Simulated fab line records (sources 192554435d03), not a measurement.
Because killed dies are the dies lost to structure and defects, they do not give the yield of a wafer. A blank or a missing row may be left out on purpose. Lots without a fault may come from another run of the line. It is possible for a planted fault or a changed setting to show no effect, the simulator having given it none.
Lot-split experiment + flow n5 finfet + route with 1938 steps; 7 lots, 39 wafers read

SPLIT DETAILS
At N5_ZERO_LAYER_DEVELOP_10 (develop time 60 s), the setting develop time s was moved away from the recipe's 60 s on 18 of the 39 wafers read, by -53.8% to +54.1%. For the rest of the wafers, this setting stayed at what the recipe calls for.

FROM THE SPLIT TO THE READING: what the file shows between them, 1 step
- N5_ZERO_LAYER_HARDBAKE_23: time 120 s

THE READING
cd nm at N5_ZERO_LAYER_CD_MEAS_11, given in nm (cd target 2000 nm). Typical for fault-free wafers on this fab line: 1999.6 nm, with standard deviation 1.9 nm.

| wafer  | tool, chamber at the split | develop time s as run, s | against the recipe | cd nm, nm | against lot-mates on the recipe |
|--------|----------------------------|--------------------------|--------------------|-----------|---------------------------------|
| L077.1 | litho track-04, 0          | 60                       | recipe             | 1998.5    | -                               |
| L077.2 | litho track-04, 0          | 78.46                    | +30.8%             | 2004.4    | +5.9                            |
| L077.3 | litho track-04, 0          | 60                       | recipe             | 1996.2    | -                               |
| L077.4 | litho track-04, 0          | 78.46                    | +30.8%             | 2003.8    | +5.3                            |
| L077.5 | litho track-04, 0          | 78.46                    | +30.8%             | 2005.6    | +7.1                            |
| L077.6 | litho track-04, 0          | 60                       | recipe             | 2000.7    | -                               |
| L080.1 | litho track-04, 0          | 92.44                    | +54.1%             | 2011.6    | +11.1                           |
| L080.2 | litho track-04, 0          | 92.44                    | +54.1%             | 2007.9    | +7.4                            |
| L080.3 | litho track-04, 0          | 60                       | recipe             | 2002.1    | -                               |
| L080.4 | litho track-04, 0          | 60                       | recipe             | 1998.5    | -                               |
| L080.5 | litho track-04, 0          | 60                       | recipe             | 2001.0    | -                               |
| L080.6 | litho track-04, 0          | 92.44                    | +54.1%             | 2008.1    | +7.6                            |
| L084.1 | litho track-03, 0          | 60                       | recipe             | 2003.2    | -                               |
| L084.2 | litho track-03, 0          | 60                       | recipe             | 2000.7    | -                               |
| L084.3 | litho track-03, 0          | 27.74                    | -53.8%             | 1982.0    | -19.8                           |
| L084.4 | litho track-03, 0          | 60                       | recipe             | 2001.5    | -                               |
| L084.5 | litho track-03, 0          | 27.74                    | -53.8%             | 1983.3    | -18.5                           |
| L084.6 | litho track-03, 0          | 27.74                    | -53.8%             | 1983.9    | -17.9                           |
| L085.1 | litho track-04, 0          | 60                       | recipe             | 2000.8    | -                               |
| L085.5 | litho track-04, 0          | 60                       | recipe             | 2000.2    | -                               |
| L085.6 | litho track-04, 0          | 60                       | recipe             | 1999.8    | -                               |
| L087.1 | litho track-05, 0          | 60                       | recipe             | 1999.5    | -                               |
| L087.2 | litho track-05, 0          | 60                       | recipe             | 1998.8    | -                               |
| L087.3 | litho track-05, 0          | 60                       | recipe             | 2000.1    | -                               |
| L087.4 | litho track-05, 0          | 29.55                    | -50.8%             | 1984.8    | -14.7                           |
| L087.5 | litho track-05, 0          | 29.55                    | -50.8%             | 1985.8    | -13.7                           |
| L087.6 | litho track-05, 0          | 29.55                    | -50.8%             | 1983.7    | -15.8                           |
| L092.1 | litho track-04, 0          | 60                       | recipe             | 1999.2    | -                               |
| L092.2 | litho track-04, 0          | 84.27                    | +40.4%             | 2007.2    | +7.0                            |
| L092.3 | litho track-04, 0          | 84.27                    | +40.4%             | 2008.2    | +8.0                            |
| L092.4 | litho track-04, 0          | 60                       | recipe             | 2000.1    | -                               |
| L092.5 | litho track-04, 0          | 60                       | recipe             | 2001.3    | -                               |
| L092.6 | litho track-04, 0          | 84.27                    | +40.4%             | 2006.0    | +5.8                            |
| L093.1 | litho track-04, 0          | 41.16                    | -31.4%             | 1994.2    | -8.5                            |
| L093.2 | litho track-04, 0          | 60                       | recipe             | 2003.3    | -                               |
| L093.3 | litho track-04, 0          | 41.16                    | -31.4%             | 1993.1    | -9.6                            |
| L093.4 | litho track-04, 0          | 60                       | recipe             | 2003.3    | -                               |
| L093.5 | litho track-04, 0          | 60                       | recipe             | 2001.4    | -                               |
| L093.6 | litho track-04, 0          | 41.16                    | -31.4%             | 1993.6    | -9.1                            |

THE FIT
A straight line over all 39 wafers: cd nm changes by +0.234 nm for each +1% of develop time s; r = +0.95; the points scatter about the line by 2.4 nm.
The same after taking each lot's own level away (the mean of its wafers on the recipe; 39 wafers): +0.248 nm for each +1%; r = +0.96; scatter 2.2 nm.
That fit puts the effect of the largest move of develop time s on the reading at 13 nm.
The lots' own levels span 1998.47 to 2002.67 nm, that is 2.2 times the standard deviation above.
The two slopes are in agreement: the lot-to-lot level therefore moves the slope only a little.
Check: for one of the wafers moved furthest among these (+54.1%), held out of the fit, the line's prediction against its lot-mates is +12.1 nm. It came out at +11.1 nm against them.

THE WHOLE CHAIN: every reading that the file lists as answering this split, in the file's order
| step                     | what it does             | reading                                                           | change (the file's fit)               | r (the file's) |
|--------------------------|--------------------------|-------------------------------------------------------------------|---------------------------------------|----------------|
| N5_ZERO_LAYER_CD_MEAS_11 | target cd 2000 nm        | cd nm                                                             | +0.249 nm for each +1% of the setting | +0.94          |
| N5_ZERO_LAYER_DESCUM_16  | chemistry O2, time 7.9 s | ZERO_LAYER.cd nm (the simulator's own value, which no gauge read) | +0.248 nm for each +1% of the setting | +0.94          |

THE FILE'S OWN FIT
cd nm changes by +0.249 nm for each +1% of develop time s, r = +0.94.
